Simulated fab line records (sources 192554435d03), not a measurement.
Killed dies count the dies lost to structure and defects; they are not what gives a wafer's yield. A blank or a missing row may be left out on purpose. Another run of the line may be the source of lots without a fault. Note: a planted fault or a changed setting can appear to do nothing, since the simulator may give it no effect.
Chamber matching | flow n5_finfet | N5_SPACER0_ALD_00 on ald_sin-03: 4 sister chambers
The step deposits SiOCN, target thk 3.5 nm, pulse time 3 s, purge time 2 s. 4 wafers are shown with their chamber, then 9 later ones without.

== WAFERS PAIRED WITH THEIR CHAMBERS ==
wafer  | chamber | heater_power_w (W)
L083.2 | 0       | 789
L087.5 | 1       | 945
L094.3 | 3       | 916
L094.5 | 2       | 965

== WAFERS WITHOUT THEIR CHAMBER ==
wafer  | heater_power_w (W)
L095.3 | 975
L095.4 | 782
L095.5 | 957
L097.1 | 776
L097.2 | 865
L097.3 | 915
L097.4 | 929
L097.5 | 905
L097.6 | 922

== WHICH CHAMBER EACH WENT THROUGH ==
wafer  | from the rows above          | in truth
L095.3 | can't be placed: 2 or 1      | 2
L095.4 | 0                            | 0
L095.5 | can't be placed: 2 or 1 or 3 | 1
L097.1 | 0                            | 0
L097.2 | can't be placed: 3 or 0 or 1 | 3
L097.3 | can't be placed: 3 or 1      | 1
L097.4 | can't be placed: 3 or 1 or 2 | 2
L097.5 | can't be placed: 3 or 1      | 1
L097.6 | can't be placed: 3 or 1 or 2 | 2
Placed correctly: 2 of 9. From these rows, 7 cannot be placed; in 7 the true chamber is one of the candidates. Wrongly placed: 0.
How it was worked out, from the rows above alone: a wafer's distance from a chamber is the root of the sum, over the readings, of the square of ((its reading less the chamber's mean) divided by the reading's scatter). If the next closest chamber is less than 2 further off than the closest, the wafer can't be placed; otherwise it belongs to the closest. For every chamber, the mean is computed from those of its wafers that are shown. The scatter: with one shown wafer a chamber, the root of the mean of the squares of how far each hidden wafer lies from its nearest shown one.
